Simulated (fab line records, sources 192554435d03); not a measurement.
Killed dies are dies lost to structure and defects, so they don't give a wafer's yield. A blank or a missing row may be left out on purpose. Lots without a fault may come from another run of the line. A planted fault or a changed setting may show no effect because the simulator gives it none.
Split-lot experiment | flow n5_finfet | 7 lots, 21 wafers read, on a route of 1938 steps

THE SPLIT
At N5_HKMG_FIN_PEB_47 (peb time 60 s), the setting peb_time_s was moved away from the recipe's 60 s on 5 of the 21 wafers read, by -19.1% to +12.8%. The other wafers ran this setting at the recipe's value.

FROM THE SPLIT TO THE READING: what the file shows between them, 1 step
- N5_HKMG_FIN_DEVELOP_48: develop time 30 s

THE READING
cd_nm, in nm, at N5_HKMG_FIN_CD_MEAS_49 (target cd 202 nm). Fault-free wafers of this fab line usually give 201.7 nm, standard deviation 0.59 nm.

wafer  | tool, chamber at the split | peb_time_s as run, s | against the recipe | cd_nm, nm | against lot-mates on the recipe
L074.4 | litho_track-03, 0          | 60                   | recipe             | 201.4     | -
L074.5 | litho_track-03, 0          | 66.16                | +10.3%             | 205.0     | +2.9
L074.6 | litho_track-03, 0          | 60                   | recipe             | 202.7     | -
L075.2 | litho_track-04, 0          | 60                   | recipe             | 201.9     | -
L075.3 | litho_track-04, 0          | 60                   | recipe             | 202.8     | -
L075.6 | litho_track-04, 0          | 60                   | recipe             | 202.5     | -
L076.3 | litho_track-04, 0          | 67.66                | +12.8%             | 206.2     | +3.5
L076.5 | litho_track-04, 0          | 60                   | recipe             | 202.3     | -
L076.6 | litho_track-04, 0          | 60                   | recipe             | 203.1     | -
L080.1 | litho_track-04, 0          | 60                   | recipe             | 201.8     | -
L080.5 | litho_track-04, 0          | 48.57                | -19.1%             | 194.7     | -7.1
L080.6 | litho_track-04, 0          | 48.57                | -19.1%             | 193.9     | -7.9
L085.3 | litho_track-02, 0          | 60                   | recipe             | 202.2     | -
L085.4 | litho_track-02, 0          | 63.65                | +6.1%              | 202.3     | +0.8
L085.5 | litho_track-02, 0          | 60                   | recipe             | 200.9     | -
L086.1 | litho_track-03, 0          | 60                   | recipe             | 202.2     | -
L086.2 | litho_track-03, 0          | 60                   | recipe             | 202.2     | -
L086.5 | litho_track-03, 0          | 60                   | recipe             | 201.4     | -
L097.3 | litho_track-03, 0          | 60                   | recipe             | 201.9     | -
L097.5 | litho_track-03, 0          | 60                   | recipe             | 202.1     | -
L097.6 | litho_track-03, 0          | 60                   | recipe             | 202.2     | -

THE FIT
A straight line over all 21 wafers: cd_nm changes by +0.367 nm for each +1% of peb_time_s; r = +0.96; the points scatter about the line by 0.74 nm.
The same after taking each lot's own level away (the mean of its wafers on the recipe; 21 wafers): +0.352 nm for each +1%; r = +0.97; scatter 0.6 nm.
On that fit, the largest move of peb_time_s shifts the reading by 6.7 nm.
The lots' own levels span 201.55 to 202.70 nm, that is 1.9 times the standard deviation above.
So the lot-to-lot level changes the slope little: the two slopes agree.
Check: with one of the wafers moved furthest among these (-19.1%) left out of the fit, the line predicts -6.83 nm for it against its lot-mates. It came out at -7.1 nm against them.

THE WHOLE CHAIN: every reading that the file lists as answering this split, in the file's order
step                   | what it does                                           | reading                                                                | change (the file's fit)               | r (the file's)
N5_HKMG_FIN_CD_MEAS_49 | target cd 202 nm                                       | cd_nm                                                                  | +0.332 nm for each +1% of the setting | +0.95
N5_HKMG_FIN_ETCH_54    | etches SiARC in CF4, target depth 45.5 nm, time 75.8 s | HKMG_FIN.cd_offset_nm (the simulator's own value, which no gauge read) | +0.343 nm for each +1% of the setting | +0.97

THE FILE'S OWN FIT
cd_nm changes by +0.332 nm for each +1% of peb_time_s, r = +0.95.
